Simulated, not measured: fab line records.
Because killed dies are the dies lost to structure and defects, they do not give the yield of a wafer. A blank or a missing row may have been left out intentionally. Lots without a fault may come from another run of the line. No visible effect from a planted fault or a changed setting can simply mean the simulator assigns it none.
fab line records	flow n5-finfet
record lots=24	wafers=72	last-day=17
route steps=1938 shown BEOL_M5@1151 BEOL_M6@1207
lots that met no fault: taken from a fault-free run of the same line
start-h: hours from the record's opening day to when the first of the lot's shown wafers began	wait-h: time in hours since the lot's previous step	" same as the row above	L1.1+2: one row covering several wafers at once	- no value, or no start given	* or withheld: withheld	< > ~ a bound
route shown NAME@n: a module of which the file shows steps, and the number in the route of the first	usual: mean/standard deviation taken from wafers without a fault	same: alike in all rows	chamber/n: place in a boat	sites: each site's reading	_std_site: the values' standard deviation	_edge_site: inner sites' mean taken away from outer sites' mean	radius-mm: how far each site lies from the wafer's centre	mask NAME#n: copy n	behind: the most recent tool/chamber to have shaped the wafer	hold: why the lot was held/for how many hours/how that ended	device: the n, p or np transistor that did not switch	end of line: the same wafers' tests at the end of the route	a step with no rows: only its recipe	killed: not the wafer's yield, but the dies lost to structure and defects at the first sort	map: shows each die of a wafer: x if killed, . if not, _ if none is there
set.NAME: the setting as run; set.NAME@STEP: as run at that earlier step	model.NAME: the simulator's own value behind a step, which no gauge read
one table for each step of the route and one row for each wafer, over a sample of lots
services: when a tool's chamber went out of use (start-h, in hours from the record's first day, below 0 if earlier), for how many hours, and the reason
## steps
# step N5_BEOL_M5_DESCUM_33
# recipe chemistry=O2	time-s=7	source-power-w=50	bias-power-w=20	pressure-mtorr=20	rf-frequency-hz=2.712e+07	temp-c=40	resist=CAR-EUV	o2-flow-sccm=225
# usual drypump-motor-current-A=5.8/0.42	oes-product-au=0.79/0.071	rf-vpp-V=243.3/1	showerhead-plenum-p-Torr=2.10/0.048	throttle-valve-pct=20.38/0.28
lot.wafer	tool	chamber	start-h	wait-h	drypump-motor-current-A	oes-product-au	rf-hours-counter-h	rf-vpp-V	showerhead-plenum-p-Torr	throttle-valve-pct
L075.1	rie-diel-03	1	168.39	0.2	6.2	0.74	150	244.3	2.19	20.40
L075.4	"	0	"	"	6.2	0.79	120	243.5	2.02	20.12
L075.5	"	0	"	"	6.2	0.79	-	243.3	2.02	20.12
L074.1	rie-diel-03	3	175.71	0.0	6.2	0.89	34	243.7	2.14	20.28
L074.3	"	0	"	"	6.2	0.79	122	241.8	2.01	20.13
L074.6	"	3	"	"	6.2	0.90	-	244.1	2.14	20.30
L076.2	rie-diel-03	2	179.22	0.0	5.5	0.74	145	243.2	2.09	20.34
L076.3	"	0	"	"	6.2	0.79	123	241.7	2.02	20.12
L076.6	"	2	"	"	5.5	0.74	-	244.1	2.09	20.34
L077.3	rie-diel-01	2	186.55	0.0	5.7	0.85	58	243.2	2.04	20.13
L077.4	"	1	"	"	5.7	0.84	-	243.4	2.13	20.40
L077.6	"	0	"	"	5.6	0.76	-	243.2	2.10	20.44
L078.1	rie-diel-03	2	191.16	0.0	5.5	0.74	148	242.3	2.09	20.35
L078.3	"	1	"	"	6.2	0.74	155	245.5	2.19	20.42
L078.5	"	1	"	"	6.1	0.74	-	245.1	2.19	20.40
L079.1	rie-diel-05	0	202.08	0.0	5.7	0.69	234	243.1	2.07	20.86
L079.5	"	1	"	"	6.2	0.80	-	243.7	2.11	20.77
L079.6	"	2	"	"	5.0	0.89	-	242.9	2.14	19.87
L080.1	rie-diel-05	0	202.47	0.2	5.7	0.69	234	242.6	2.07	20.84
L080.4	"	1	"	"	6.2	0.80	104	244.3	2.11	20.77
L080.6	"	2	"	"	5.0	0.89	-	242.9	2.14	19.85
L081.4	rie-diel-05	1	219.39	0.1	6.2	0.79	108	242.7	2.11	20.78
L081.5	"	2	"	"	5.0	0.88	-	242.4	2.14	19.86
L081.6	"	1	"	"	6.2	0.79	-	243.1	2.11	20.78
L082.2	rie-diel-05	2	222.97	0.1	5.0	0.89	37	243.3	2.14	19.86
L082.3	"	3	"	"	5.5	0.74	184	243.2	2.08	20.94
L082.6	"	1	"	"	6.2	0.79	-	244.3	2.11	20.77
L083.1	rie-diel-03	3	232.23	0.0	6.2	0.87	50	244.0	2.14	20.33
L083.2	"	0	"	"	6.2	0.77	138	243.3	2.01	20.15
L083.4	"	2	"	"	5.5	0.73	160	244.0	2.09	20.38
L084.1	rie-diel-03	1	239.56	0.1	6.1	0.73	169	244.6	2.18	20.43
L084.2	"	0	"	"	6.2	0.78	140	241.7	2.01	20.15
L084.3	"	3	"	"	6.2	0.87	53	243.1	2.14	20.33
L085.2	rie-diel-05	1	240.58	0.0	6.2	0.78	114	242.7	2.11	20.77
L085.3	"	0	"	"	5.7	0.68	245	242.0	2.07	20.86
L085.4	"	3	"	"	5.4	0.73	190	242.3	2.08	20.94
L086.2	rie-diel-05	0	241.34	0.0	5.7	0.68	245	243.1	2.07	20.88
L086.3	"	1	"	"	6.2	0.79	114	243.5	2.11	20.78
L086.5	"	0	"	"	5.7	0.69	-	241.4	2.07	20.87
L087.2	rie-diel-03	3	247.59	0.5	6.2	0.87	56	242.6	2.14	20.34
L087.3	"	2	"	"	5.5	0.73	165	244.0	2.08	20.36
L087.6	"	0	"	"	6.2	0.78	-	242.2	2.01	20.15
L089.3	rie-diel-03	3	260.20	0.7	6.2	0.86	61	244.6	2.13	20.35
L089.5	"	1	"	"	6.1	0.73	-	244.2	2.18	20.44
L089.6	"	0	"	"	6.2	0.76	-	241.6	2.01	20.17
L088.1	rie-diel-01	3	262.57	0.0	5.2	0.93	22	243.7	2.13	20.10
L088.3	"	0	"	"	5.6	0.74	162	243.1	2.09	20.48
L088.4	"	2	"	"	5.7	0.82	81	243.1	2.03	20.15
L091.2	rie-diel-01	0	268.70	0.3	5.6	0.74	164	242.8	2.09	20.47
L091.5	"	2	"	"	5.7	0.81	-	241.1	2.03	20.17
L091.6	"	0	"	"	5.6	0.74	-	243.1	2.09	20.49
L092.1	rie-diel-01	3	274.45	0.0	5.1	0.93	27	243.8	2.13	20.09
L092.4	"	1	"	"	5.7	0.82	104	246.3	2.12	20.44
L092.6	"	0	"	"	5.6	0.73	-	243.9	2.09	20.49
L090.2	rie-diel-01	3	277.42	0.0	5.1	0.92	28	242.6	2.13	20.11
L090.5	"	1	"	"	5.7	0.82	-	243.7	2.12	20.45
L090.6	"	0	"	"	5.6	0.74	-	242.5	2.09	20.47
L093.3	rie-diel-03	3	299.24	0.8	6.2	0.83	79	243.0	2.13	20.37
L093.4	"	0	"	"	6.2	0.75	167	242.7	2.00	20.20
L093.6	"	1	"	"	6.2	0.71	-	244.9	2.17	20.48
L095.1	rie-diel-01	3	299.65	1.2	5.1	0.90	39	244.1	2.12	20.11
L095.2	"	1	"	"	5.7	0.79	116	242.9	2.11	20.46
L095.4	"	0	"	"	5.6	0.73	179	243.0	2.09	20.49
L094.1	rie-diel-05	2	300.78	0.7	5.0	0.86	49	243.2	2.13	19.89
L094.2	"	1	"	"	6.2	0.77	121	242.8	2.11	20.79
L094.6	"	1	"	"	6.2	0.78	-	243.6	2.11	20.81
L096.2	rie-diel-03	2	301.83	0.4	5.4	0.71	176	243.2	2.08	20.38
L096.4	"	0	"	"	6.2	0.74	168	240.8	2.00	20.20
L096.5	"	0	"	"	6.2	0.74	-	240.8	2.00	20.19
L097.1	rie-diel-03	3	305.40	0.0	6.2	0.82	82	242.6	2.13	20.37
L097.2	"	2	"	"	5.4	0.71	177	241.4	2.08	20.39
L097.5	"	2	"	"	5.4	0.71	-	243.1	2.08	20.38
# step N5_BEOL_M5_SPUTTER_83
# recipe material=Cu	target-thk-a=150	temp-c=-20	chamber-pressure-pa=0.07	power-w=withheld	time-s=27.62
# usual susceptor-temp-C=-20.00/0.12	throttle-valve-pct=30.1/0.43
lot.wafer	tool	chamber	start-h	wait-h	susceptor-temp-C	throttle-valve-pct
L075.1	pvd-sputter-03	-	173.70	0.5	-19.96	29.7
L075.4	"	-	"	"	-19.99	30.6
L075.5	"	-	"	"	-19.92	29.6
L074.1	pvd-sputter-02	-	179.62	0.5	-19.82	30.5
L074.3	"	-	"	"	-20.10	29.9
L074.6	"	-	"	"	-19.88	30.7
L076.2	pvd-sputter-01	-	184.10	0.5	-19.90	29.7
L076.3	"	-	"	"	-19.92	29.8
L076.6	"	-	"	"	-20.11	29.6
L077.3	pvd-sputter-03	-	191.44	0.5	-20.03	29.7
L077.4	"	-	"	"	-20.02	30.6
L077.6	"	-	"	"	-20.08	30.2
L078.1	pvd-sputter-01	-	196.79	0.5	-19.93	29.8
L078.3	"	-	"	"	-19.98	30.1
L078.5	"	-	"	"	-19.96	29.6
L079.1	pvd-sputter-01	-	206.34	0.5	-20.20	29.9
L079.5	"	-	"	"	-20.06	30.9
L079.6	"	-	"	"	-20.04	30.1
L080.1	pvd-sputter-03	-	207.69	0.5	-20.05	29.5
L080.4	"	-	"	"	-20.11	30.3
L080.6	"	-	"	"	-20.09	29.8
L081.4	pvd-sputter-01	-	224.72	0.5	-19.95	31.0
L081.5	"	-	"	"	-20.07	29.9
L081.6	"	-	"	"	-20.06	30.0
L082.2	pvd-sputter-03	-	226.96	0.5	-20.14	30.3
L082.3	"	-	"	"	-20.02	29.5
L082.6	"	-	"	"	-19.98	29.7
L083.1	pvd-sputter-02	-	237.38	0.5	-20.04	30.1
L083.2	"	-	"	"	-20.05	29.7
L083.4	"	-	"	"	-19.93	30.5
L084.1	pvd-sputter-03	-	244.77	0.5	-20.13	30.4
L084.2	"	-	"	"	-19.88	29.9
L084.3	"	-	"	"	-20.30	29.9
L085.2	pvd-sputter-01	-	245.04	0.5	-19.86	29.9
L085.3	"	-	"	"	-19.91	29.7
L085.4	"	-	"	"	-19.91	29.8
L086.2	pvd-sputter-02	-	246.19	0.5	-19.91	29.8
L086.3	"	-	"	"	-19.89	30.7
L086.5	"	-	"	"	-20.04	29.3
L087.2	pvd-sputter-02	-	252.25	0.5	-19.99	29.3
L087.3	"	-	"	"	-20.00	30.4
L087.6	"	-	"	"	-19.98	31.0
L089.3	pvd-sputter-01	-	264.17	0.5	-20.13	29.9
L089.5	"	-	"	"	-20.00	30.0
L089.6	"	-	"	"	-19.88	29.4
L088.1	pvd-sputter-03	-	266.56	0.5	-20.03	29.7
L088.3	"	-	"	"	-20.02	30.3
L088.4	"	-	"	"	-19.94	29.6
L091.2	pvd-sputter-01	-	272.82	0.5	-19.90	30.7
L091.5	"	-	"	"	-20.03	29.8
L091.6	"	-	"	"	-19.90	30.7
L092.1	pvd-sputter-02	-	278.40	0.5	-19.85	30.1
L092.4	"	-	"	"	-19.85	30.6
L092.6	"	-	"	"	-19.85	29.3
L090.2	pvd-sputter-01	-	281.33	0.5	-19.92	29.9
L090.5	"	-	"	"	-20.05	29.9
L090.6	"	-	"	"	-20.13	30.7
L093.3	pvd-sputter-01	-	303.26	0.5	-20.23	29.4
L093.4	"	-	"	"	-20.12	30.6
L093.6	"	-	"	"	-19.90	30.2
L095.1	pvd-sputter-03	-	303.39	0.5	-20.07	30.2
L095.2	"	-	"	"	-19.94	29.7
L095.4	"	-	"	"	-20.06	30.5
L094.1	pvd-sputter-02	-	305.07	0.5	-19.93	29.6
L094.2	"	-	"	"	-19.96	30.4
L094.6	"	-	"	"	-19.88	30.5
L096.2	pvd-sputter-03	-	308.46	0.5	-19.91	29.7
L096.4	"	-	"	"	-20.16	30.7
L096.5	"	-	"	"	-20.18	29.7
L097.1	pvd-sputter-02	-	309.77	0.5	-19.96	30.1
L097.2	"	-	"	"	-19.99	30.3
L097.5	"	-	"	"	-19.78	29.8
# step N5_BEOL_M5_SPUTTER_88
# recipe material=Cu	target-thk-a=150	temp-c=-20	chamber-pressure-pa=0.07	power-w=withheld	time-s=27.62
# usual susceptor-temp-C=-20.01/0.095	throttle-valve-pct=30.0/0.44
lot.wafer	tool	chamber	start-h	wait-h	susceptor-temp-C	throttle-valve-pct
L075.1	pvd-sputter-03	-	174.88	0.5	-20.01	29.8
L075.4	"	-	"	"	-19.99	30.5
L075.5	"	-	"	"	-19.97	29.5
L074.1	pvd-sputter-02	-	180.71	0.5	-19.99	30.1
L074.3	"	-	"	"	-19.93	30.0
L074.6	"	-	"	"	-19.96	30.7
L076.2	pvd-sputter-01	-	185.19	0.5	-20.02	29.8
L076.3	"	-	"	"	-19.95	29.6
L076.6	"	-	"	"	-19.99	29.9
L077.3	pvd-sputter-03	-	192.52	0.5	-20.17	29.9
L077.4	"	-	"	"	-20.00	30.3
L077.6	"	-	"	"	-20.12	30.4
L078.1	pvd-sputter-01	-	197.88	0.5	-20.12	29.7
L078.3	"	-	"	"	-20.09	29.9
L078.5	"	-	"	"	-20.12	29.6
L079.1	pvd-sputter-01	-	207.42	0.5	-19.93	30.1
L079.5	"	-	"	"	-20.09	30.7
L079.6	"	-	"	"	-19.89	29.6
L080.1	pvd-sputter-03	-	208.78	0.5	-20.05	29.9
L080.4	"	-	"	"	-20.09	30.3
L080.6	"	-	"	"	-20.11	29.7
L081.4	pvd-sputter-01	-	225.81	0.5	-20.10	30.9
L081.5	"	-	"	"	-20.12	29.6
L081.6	"	-	"	"	-20.06	29.7
L082.2	pvd-sputter-03	-	228.05	0.5	-20.04	30.5
L082.3	"	-	"	"	-20.00	29.7
L082.6	"	-	"	"	-19.86	29.6
L083.1	pvd-sputter-02	-	238.47	0.5	-19.93	30.2
L083.2	"	-	"	"	-19.97	29.5
L083.4	"	-	"	"	-19.96	30.8
L084.1	pvd-sputter-03	-	245.86	0.5	-20.11	30.7
L084.2	"	-	"	"	-19.88	30.2
L084.3	"	-	"	"	-19.77	29.6
L085.2	pvd-sputter-01	-	246.13	0.5	-20.05	29.8
L085.3	"	-	"	"	-19.97	29.9
L085.4	"	-	"	"	-20.07	29.7
L086.2	pvd-sputter-02	-	247.27	0.5	-20.03	29.4
L086.3	"	-	"	"	-19.84	30.6
L086.5	"	-	"	"	-20.12	29.3
L087.2	pvd-sputter-02	-	253.34	0.5	-19.95	29.5
L087.3	"	-	"	"	-20.08	30.1
L087.6	"	-	"	"	-20.10	30.7
L089.3	pvd-sputter-01	-	265.26	0.5	-19.90	29.6
L089.5	"	-	"	"	-20.03	30.2
L089.6	"	-	"	"	-20.06	29.6
L088.1	pvd-sputter-03	-	267.64	0.5	-20.11	29.7
L088.3	"	-	"	"	-20.05	30.3
L088.4	"	-	"	"	-20.02	29.9
L091.2	pvd-sputter-01	-	273.91	0.5	-19.97	30.5
L091.5	"	-	"	"	-20.01	29.4
L091.6	"	-	"	"	-20.09	31.1
L092.1	pvd-sputter-02	-	279.48	0.5	-20.17	30.0
L092.4	"	-	"	"	-19.88	30.3
L092.6	"	-	"	"	-20.21	29.4
L090.2	pvd-sputter-01	-	282.41	0.5	-19.97	29.7
L090.5	"	-	"	"	-19.84	29.6
L090.6	"	-	"	"	-19.98	30.9
L093.3	pvd-sputter-01	-	304.35	0.5	-19.97	29.6
L093.4	"	-	"	"	-20.05	30.9
L093.6	"	-	"	"	-20.00	30.1
L095.1	pvd-sputter-03	-	304.48	0.5	-20.01	30.4
L095.2	"	-	"	"	-20.15	29.4
L095.4	"	-	"	"	-20.08	30.3
L094.1	pvd-sputter-02	-	306.15	0.5	-19.91	29.4
L094.2	"	-	"	"	-19.87	30.2
L094.6	"	-	"	"	-19.93	30.8
L096.2	pvd-sputter-03	-	309.54	0.5	-20.00	29.6
L096.4	"	-	"	"	-19.93	30.4
L096.5	"	-	"	"	-19.97	29.9
L097.1	pvd-sputter-02	-	310.86	0.5	-19.81	29.7
L097.2	"	-	"	"	-20.07	30.3
L097.5	"	-	"	"	-20.22	30.1
# step N5_BEOL_M6_CD_MEAS_11
# recipe target-cd-nm=38.5	landing-energy-ev=500	detector=se-inlens	polarity=opening
# usual cd-nm=38.5/0.38
lot.wafer	tool	chamber	start-h	wait-h	cd-nm
L075.1	cd-sem-01	0	179.86	-	38.6
L075.4	"	0	"	"	38.9
L075.5	"	0	"	"	38.8
L074.1	cd-sem-02	0	184.71	-	38.5
L074.3	"	0	"	"	38.5
L074.6	"	0	"	"	38.6
L076.2	cd-sem-02	0	191.58	-	38.0
L076.3	"	0	"	"	38.3
L076.6	"	0	"	"	37.9
L077.3	cd-sem-03	0	196.03	-	38.5
L077.4	"	0	"	"	38.6
L077.6	"	0	"	"	37.5
L078.1	cd-sem-03	0	203.09	-	38.6
L078.3	"	0	"	"	38.6
L078.5	"	0	"	"	38.9
L079.1	cd-sem-02	0	211.83	-	38.2
L079.5	"	0	"	"	37.9
L079.6	"	0	"	"	37.7
L080.1	cd-sem-03	0	212.38	-	39.3
L080.4	"	0	"	"	39.1
L080.6	"	0	"	"	39.1
L081.4	cd-sem-01	0	232.93	-	39.0
L081.5	"	0	"	"	38.8
L081.6	"	0	"	"	38.9
L082.2	cd-sem-01	0	233.13	-	38.5
L082.3	"	0	"	"	38.5
L082.6	"	0	"	"	38.3
L083.1	cd-sem-01	0	242.64	-	38.6
L083.2	"	0	"	"	38.0
L083.4	"	0	"	"	38.5
L084.1	cd-sem-03	0	250.35	-	37.5
L084.2	"	0	"	"	38.3
L084.3	"	0	"	"	38.1
L085.2	cd-sem-02	0	250.89	-	38.9
L085.3	"	0	"	"	38.9
L085.4	"	0	"	"	38.4
L086.2	cd-sem-01	0	251.10	-	38.6
L086.3	"	0	"	"	38.0
L086.5	"	0	"	"	38.5
L087.2	cd-sem-03	0	257.47	-	38.0
L087.3	"	0	"	"	38.5
L087.6	"	0	"	"	38.9
L089.3	cd-sem-01	0	269.65	-	38.2
L089.5	"	0	"	"	38.6
L089.6	"	0	"	"	38.4
L088.1	cd-sem-01	0	270.92	-	38.3
L088.3	"	0	"	"	38.4
L088.4	"	0	"	"	38.7
L091.2	cd-sem-02	0	278.55	-	38.9
L091.5	"	0	"	"	38.7
L091.6	"	0	"	"	38.5
L092.1	cd-sem-01	0	284.18	-	38.7
L092.4	"	0	"	"	38.8
L092.6	"	0	"	"	38.5
L090.2	cd-sem-02	0	287.18	-	38.2
L090.5	"	0	"	"	38.1
L090.6	"	0	"	"	38.5
L093.3	cd-sem-01	0	311.35	-	38.5
L093.4	"	0	"	"	38.5
L093.6	"	0	"	"	39.3
L095.1	cd-sem-02	0	311.51	-	38.4
L095.2	"	0	"	"	38.8
L095.4	"	0	"	"	39.2
L094.1	cd-sem-01	0	312.33	-	38.3
L094.2	"	0	"	"	38.3
L094.6	"	0	"	"	38.5
L096.2	cd-sem-01	0	313.41	-	38.5
L096.4	"	0	"	"	37.8
L096.5	"	0	"	"	38.3
L097.1	cd-sem-03	0	315.78	-	38.2
L097.2	"	0	"	"	38.9
L097.5	"	0	"	"	38.5
# step N5_BEOL_M6_OVL_MEAS_12
# recipe points-per-wafer=44
# usual M6_OVL=0.5/0.63
# same points-per-wafer=44
lot.wafer	tool	chamber	start-h	wait-h	M6_OVL[nm]
L075.1	overlay-02	0	179.89	0.0	0.8
L075.4	"	0	"	"	-0.5
L075.5	"	0	"	"	1.2
L074.1	overlay-01	0	184.74	0.0	0.7
L074.3	"	0	"	"	0.6
L074.6	"	0	"	"	0.6
L076.2	overlay-01	0	191.61	0.0	-0.2
L076.3	"	0	"	"	0.3
L076.6	"	0	"	"	-0.6
L077.3	overlay-02	0	196.06	0.0	1.1
L077.4	"	0	"	"	1.0
L077.6	"	0	"	"	0.8
L078.1	overlay-02	0	203.12	0.0	1.0
L078.3	"	0	"	"	1.5
L078.5	"	0	"	"	1.1
L079.1	overlay-02	0	211.87	0.0	0.6
L079.5	"	0	"	"	1.0
L079.6	"	0	"	"	0.0
L080.1	overlay-02	0	212.41	0.0	0.5
L080.4	"	0	"	"	0.6
L080.6	"	0	"	"	1.1
L081.4	overlay-01	0	232.96	0.0	0.4
L081.5	"	0	"	"	1.6
L081.6	"	0	"	"	0.5
L082.2	overlay-01	0	233.16	0.0	0.5
L082.3	"	0	"	"	0.6
L082.6	"	0	"	"	0.9
L083.1	overlay-01	0	242.67	0.0	0.0
L083.2	"	0	"	"	0.1
L083.4	"	0	"	"	-0.5
L084.1	overlay-01	0	250.38	0.0	-0.3
L084.2	"	0	"	"	-0.3
L084.3	"	0	"	"	-0.2
L085.2	overlay-01	0	250.92	0.0	1.3
L085.3	"	0	"	"	0.7
L085.4	"	0	"	"	1.9
L086.2	overlay-02	0	251.13	0.0	0.6
L086.3	"	0	"	"	-0.2
L086.5	"	0	"	"	0.2
L087.2	overlay-02	0	257.50	0.0	0.4
L087.3	"	0	"	"	0.8
L087.6	"	0	"	"	0.1
L089.3	overlay-01	0	269.68	0.0	0.5
L089.5	"	0	"	"	0.6
L089.6	"	0	"	"	0.3
L088.1	overlay-02	0	270.96	0.0	1.3
L088.3	"	0	"	"	1.5
L088.4	"	0	"	"	1.8
L091.2	overlay-02	0	278.58	0.0	0.6
L091.5	"	0	"	"	0.6
L091.6	"	0	"	"	0.3
L092.1	overlay-02	0	284.21	0.0	0.3
L092.4	"	0	"	"	-0.1
L092.6	"	0	"	"	-0.2
L090.2	overlay-02	0	287.21	0.0	1.3
L090.5	"	0	"	"	1.1
L090.6	"	0	"	"	0.5
L093.3	overlay-01	0	311.38	0.0	-0.4
L093.4	"	0	"	"	-0.8
L093.6	"	0	"	"	-0.3
L095.1	overlay-01	0	311.54	0.0	0.4
L095.2	"	0	"	"	0.9
L095.4	"	0	"	"	-0.1
L094.1	overlay-01	0	312.36	0.0	1.6
L094.2	"	0	"	"	1.5
L094.6	"	0	"	"	0.6
L096.2	overlay-01	0	313.44	0.0	0.6
L096.4	"	0	"	"	1.0
L096.5	"	0	"	"	-0.3
L097.1	overlay-01	0	315.81	0.0	-0.1
L097.2	"	0	"	"	1.4
L097.5	"	0	"	"	0.5
# step N5_BEOL_M6_DESCUM_33
# recipe chemistry=O2	time-s=7	source-power-w=50	bias-power-w=20	pressure-mtorr=20	rf-frequency-hz=2.712e+07	temp-c=40	resist=CAR-EUV	o2-flow-sccm=225
# usual drypump-motor-current-A=5.6/0.57	oes-product-au=0.82/0.082	rf-vpp-V=243.3/1.2	showerhead-plenum-p-Torr=2.10/0.063	throttle-valve-pct=20.37/0.18
lot.wafer	tool	chamber	start-h	wait-h	drypump-motor-current-A	oes-product-au	rf-hours-counter-h	rf-vpp-V	showerhead-plenum-p-Torr	throttle-valve-pct
L075.1	rie-diel-06	2	183.08	0.0	6.1	0.86	43	242.9	2.05	20.36
L075.4	"	2	"	"	6.1	0.85	-	243.0	2.05	20.36
L075.5	"	0	"	"	5.8	0.72	-	242.9	2.06	20.32
L074.1	rie-diel-06	2	186.53	0.0	6.1	0.85	45	242.0	2.05	20.36
L074.3	"	3	"	"	5.0	0.72	227	242.4	2.07	20.62
L074.6	"	2	"	"	6.1	0.87	-	241.5	2.04	20.37
L076.2	rie-diel-06	2	194.40	0.0	6.1	0.86	47	242.7	2.04	20.38
L076.3	"	1	"	"	5.3	0.90	17	244.7	2.14	20.42
L076.6	"	2	"	"	6.1	0.86	-	243.0	2.04	20.36
L077.3	rie-diel-02	2	198.68	0.2	4.9	0.79	112	243.4	2.10	20.61
L077.4	"	2	"	"	4.9	0.78	-	242.4	2.10	20.60
L077.6	"	1	"	"	6.7	0.91	-	241.7	2.05	20.29
L078.1	rie-diel-04	2	205.65	0.0	5.2	0.90	52	243.8	2.11	20.07
L078.3	"	3	"	"	5.5	0.78	121	243.0	2.10	20.43
L078.5	"	1	"	"	5.5	0.71	-	242.8	2.07	20.59
L079.1	rie-diel-02	1	219.30	0.0	6.7	0.90	40	241.5	2.05	20.29
L079.5	"	2	"	"	4.9	0.78	-	242.9	2.10	20.62
L079.6	"	3	"	"	5.9	0.87	-	247.1	2.21	20.18
L080.1	rie-diel-02	2	219.70	0.2	5.0	0.77	121	242.9	2.10	20.60
L080.4	"	0	"	"	5.0	0.92	14	244.9	2.23	20.29
L080.6	"	2	"	"	4.9	0.78	-	243.1	2.10	20.61
L081.4	rie-diel-04	0	236.51	1.7	6.2	0.81	76	243.2	2.12	19.94
L081.5	"	1	"	"	5.5	0.70	-	242.1	2.07	20.64
L081.6	"	2	"	"	5.1	0.87	-	243.5	2.11	20.10
L082.2	rie-diel-06	1	236.74	1.2	5.3	0.87	31	242.8	2.14	20.45
L082.3	"	2	"	"	6.1	0.83	66	241.4	2.04	20.39
L082.6	"	3	"	"	5.0	0.69	-	242.4	2.06	20.62
L083.1	rie-diel-06	0	247.20	0.2	5.8	0.70	233	242.2	2.05	20.37
L083.2	"	1	"	"	5.3	0.86	36	243.3	2.13	20.45
L083.4	"	1	"	"	5.3	0.87	-	243.8	2.13	20.46
L086.2	rie-diel-04	2	252.65	0.0	5.1	0.87	71	244.1	2.11	20.12
L086.3	"	1	"	"	5.5	0.69	228	242.7	2.07	20.62
L086.5	"	2	"	"	5.2	0.85	-	244.4	2.11	20.12
L084.1	rie-diel-02	3	252.69	0.0	5.9	0.86	59	246.5	2.21	20.19
L084.2	"	1	"	"	6.7	0.89	42	242.5	2.05	20.29
L084.3	"	2	"	"	4.9	0.78	122	244.7	2.10	20.62
L085.2	rie-diel-02	0	253.09	0.1	5.0	0.92	16	244.0	2.23	20.29
L085.3	"	2	"	"	4.9	0.78	123	243.2	2.10	20.62
L085.4	"	3	"	"	5.9	0.86	59	244.5	2.21	20.19
L087.2	rie-diel-02	1	259.69	0.0	6.7	0.89	44	242.4	2.05	20.29
L087.3	"	3	"	"	5.9	0.86	61	244.2	2.21	20.18
L087.6	"	0	"	"	5.0	0.91	-	245.8	2.23	20.29
L089.3	rie-diel-02	3	271.78	0.3	5.9	0.86	67	246.3	2.21	20.18
L089.5	"	2	"	"	4.9	0.77	-	244.7	2.09	20.63
L089.6	"	1	"	"	6.7	0.89	-	241.1	2.04	20.32
L088.1	rie-diel-02	3	272.27	0.0	5.9	0.85	67	244.6	2.21	20.20
L088.3	"	0	"	"	5.0	0.89	24	244.1	2.22	20.30
L088.4	"	2	"	"	5.0	0.77	130	243.5	2.09	20.64
L091.2	rie-diel-02	3	279.76	0.0	5.9	0.85	70	245.5	2.21	20.19
L091.5	"	2	"	"	4.9	0.77	-	242.0	2.09	20.62
L091.6	"	1	"	"	6.7	0.89	-	242.0	2.04	20.32
L092.1	rie-diel-06	0	286.67	0.4	5.8	0.68	248	244.0	2.05	20.39
L092.4	"	3	"	"	5.0	0.98	8	243.7	2.06	20.23
L092.6	"	0	"	"	5.8	0.68	-	243.9	2.05	20.37
L090.2	rie-diel-06	0	288.41	0.1	5.8	0.68	249	244.2	2.05	20.38
L090.5	"	1	"	"	5.3	0.84	-	243.5	2.13	20.48
L090.6	"	2	"	"	6.1	0.80	-	242.1	2.03	20.42
L094.1	rie-diel-04	1	315.04	0.1	5.5	0.67	247	240.5	2.06	20.67
L094.2	"	0	"	"	6.2	0.78	109	243.5	2.11	20.00
L094.6	"	0	"	"	6.3	0.77	-	243.5	2.11	20.00
L093.3	rie-diel-06	0	315.46	0.5	5.8	0.99	3	242.7	2.05	20.08
L093.4	"	2	"	"	6.1	0.78	99	241.6	2.03	20.43
L093.6	"	2	"	"	6.1	0.78	-	242.4	2.03	20.43
L095.1	rie-diel-02	3	315.58	0.6	5.9	0.84	81	243.7	2.20	20.21
L095.2	"	1	"	"	6.7	0.87	64	242.7	2.04	20.34
L095.4	"	2	"	"	5.0	0.76	143	243.2	2.09	20.63
L096.2	rie-diel-06	1	315.92	0.5	5.3	0.83	63	244.1	2.12	20.51
L096.4	"	0	"	"	5.8	0.98	3	242.3	2.05	20.07
L096.5	"	1	"	"	5.3	0.82	-	243.0	2.13	20.51
L097.1	rie-diel-04	1	317.00	0.1	5.5	0.68	248	241.3	2.06	20.65
L097.2	"	0	"	"	6.3	0.77	110	245.1	2.11	20.01
L097.5	"	0	"	"	6.2	0.78	-	243.9	2.11	20.01
## services
tool	chamber	start-h	hours	kind
rie-diel-06	-	153.59	1.2	repair
rie-diel-02	0	162.16	-	clean
rie-diel-02	0	162.16	-	consumable-replace:focus-ring
rie-diel-02	0	162.16	-	consumable-replace:showerhead
rie-diel-02	0	162.16	13.7	scheduled-down
rie-diel-02	0	162.16	13.7	vent-cycle
pvd-sputter-01	-	164.86	1.5	repair
rie-diel-06	1	175.24	16.7	repair
pvd-sputter-02	-	187.05	3.7	repair
rie-diel-02	3	196.56	2.4	repair
rie-diel-02	-	217.41	0.9	repair
rie-diel-02	-	221.67	28.1	pm
rie-diel-01	-	232.90	2.8	pm
rie-diel-06	3	240.20	-	clean
rie-diel-06	3	240.20	-	consumable-replace:focus-ring
rie-diel-06	3	240.20	19.6	scheduled-down
rie-diel-06	3	240.20	19.6	vent-cycle
rie-diel-03	2	248.66	32.5	repair
rie-diel-05	-	255.94	4.4	repair
rie-diel-03	3	261.12	1.6	repair
rie-diel-05	-	265.35	34.4	repair
rie-diel-04	1	283.96	9.8	repair
rie-diel-06	0	291.93	-	clean
rie-diel-04	2	306.92	9.3	repair
## key
fault none
